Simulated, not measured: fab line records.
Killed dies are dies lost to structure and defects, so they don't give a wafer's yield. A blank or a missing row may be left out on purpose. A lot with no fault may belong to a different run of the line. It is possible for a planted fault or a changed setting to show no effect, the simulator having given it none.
Lot-split experiment | flow n5-finfet | 21 wafers read across 7 lots, on a route 1938 steps long

THE SPLIT
At N5_BEOL_M15_TRENCH_ETCH_34 (etches SiO2 in C4F8/O2/Ar, target depth 872.93 nm, time 199 s), the setting time-s was moved away from the recipe's 199 s on 8 of the 21 wafers read, by -18.8% to +15.6%. All remaining wafers had this setting at the recipe value.

FROM THE SPLIT TO THE READING: what the file shows between them, 7 steps
- N5_BEOL_M15_STRIP_36: strips in O2
- N5_BEOL_M15_ECD_47: material Cu, target thk 1860 nm
- N5_BEOL_M15_ANNEAL_48: time 90 s
- N5_BEOL_M15_CMP_49: polishes, stops on SiO2, t overpolish 4.9 s, target thk 850 nm
- N5_BEOL_M15_THK_MEAS_50: measures by xrf
- N5_BEOL_M15_PRE_CLEAN_52: time 15 s
- N5_BEOL_M15_DEP_53: deposits SiCN from 3MS/NH3, target thk 50 nm, time 17.8 s

THE READING
M15_RS in ohm/sq, measured at N5_BEOL_M15_RS_MEAS_54 by four-point-probe. On this fab line, fault-free wafers typically give 0.0217 ohm/sq with a standard deviation of 0.00054 ohm/sq.

wafer  | tool, chamber at the split | time-s as run, s | against the recipe | M15_RS, ohm/sq | against lot-mates on the recipe
L074.4 | rie-diel-06, 3             | 199              | recipe             | 0.0205         | -
L074.5 | rie-diel-06, 1             | 199              | recipe             | 0.0218         | -
L074.6 | rie-diel-06, 0             | 161.5            | -18.8%             | 0.0274         | +0.0062
L078.3 | rie-diel-02, 3             | 199              | recipe             | 0.0222         | -
L078.4 | rie-diel-02, 2             | 199              | recipe             | 0.0217         | -
L078.6 | rie-diel-02, 3             | 199              | recipe             | 0.0226         | -
L083.3 | rie-diel-06, 3             | 173.8            | -12.7%             | 0.0240         | +0.0026
L083.4 | rie-diel-06, 1             | 173.8            | -12.7%             | 0.0255         | +0.0041
L083.5 | rie-diel-06, 2             | 199              | recipe             | 0.0214         | -
L085.2 | rie-diel-05, 2             | 199              | recipe             | 0.0218         | -
L085.3 | rie-diel-05, 3             | 199              | recipe             | 0.0223         | -
L085.6 | rie-diel-05, 0             | 199              | recipe             | 0.0221         | -
L088.1 | rie-diel-02, 2             | 199              | recipe             | 0.0217         | -
L088.2 | rie-diel-02, 0             | 199              | recipe             | 0.0215         | -
L088.5 | rie-diel-02, 3             | 183.4            | -7.8%              | 0.0241         | +0.0025
L091.1 | rie-diel-06, 1             | 230.1            | +15.6%             | 0.0190         | -0.0021
L091.3 | rie-diel-06, 3             | 230.1            | +15.6%             | 0.0177         | -0.0034
L091.4 | rie-diel-06, 2             | 199              | recipe             | 0.0211         | -
L092.4 | rie-diel-06, 1             | 213.6            | +7.3%              | 0.0206         | -0.0005
L092.5 | rie-diel-06, 2             | 199              | recipe             | 0.0211         | -
L092.6 | rie-diel-06, 3             | 213.6            | +7.3%              | 0.0189         | -0.0022

THE FIT
A straight line over all 21 wafers: M15_RS changes by -0.000252 ohm/sq for each +1% of time-s; r = -0.95; the points scatter about the line by 0.00069 ohm/sq.
The same after taking each lot's own level away (the mean of its wafers on the recipe; 21 wafers): -0.000245 ohm/sq for each +1%; r = -0.95; scatter 0.00069 ohm/sq.
According to that fit, moving time-s by its largest amount changes the reading by 0.0046 ohm/sq.
The span of the lots' own levels, 0.02110 to 0.02217 ohm/sq, comes to 2.0 times the standard deviation stated above.
The two slopes are in agreement: the lot-to-lot level therefore moves the slope only a little.
Check: for one of the wafers moved furthest among these (-18.8%), held out of the fit, the line's prediction against its lot-mates is +0.00428 ohm/sq. It came out at +0.00625 ohm/sq against them.

THE WHOLE CHAIN: every reading that the file lists as answering this split, in the file's order
step                       | what it does                                                   | reading                                                                          | change (the file's fit)               | r (the file's)
N5_BEOL_M15_TRENCH_ETCH_34 | etches SiO2 in C4F8/O2/Ar, target depth 872.93 nm, time 199 s  | etch.depth-nm (the simulator's own value, which no gauge read)                   | +9.4 nm for each +1% of the setting   | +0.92
N5_BEOL_M15_TRENCH_ETCH_34 | etches SiO2 in C4F8/O2/Ar, target depth 872.93 nm, time 199 s  | coat_of_BEOL_M15_COAT_22.thk-nm (the simulator's own value, which no gauge read) | -2.05 nm for each +1% of the setting  | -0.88
N5_BEOL_M15_CMP_49         | polishes, stops on SiO2, t overpolish 4.9 s, target thk 850 nm | Cu_of_BEOL_M15_ECD_47.thk-nm (the simulator's own value, which no gauge read)    | +9.44 nm for each +1% of the setting  | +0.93
N5_BEOL_M15_THK_MEAS_50    | measures by xrf                                                | M15_THK                                                                          | +9.57 for each +1% of the setting     | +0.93
N5_BEOL_M15_RS_MEAS_54     | measures by four-point-probe                                   | M15_RS                                                                           | -0.000266 for each +1% of the setting | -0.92

FILE'S OWN FIT
M15_RS changes by -0.000266 ohm/sq for each +1% of time-s, r = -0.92.
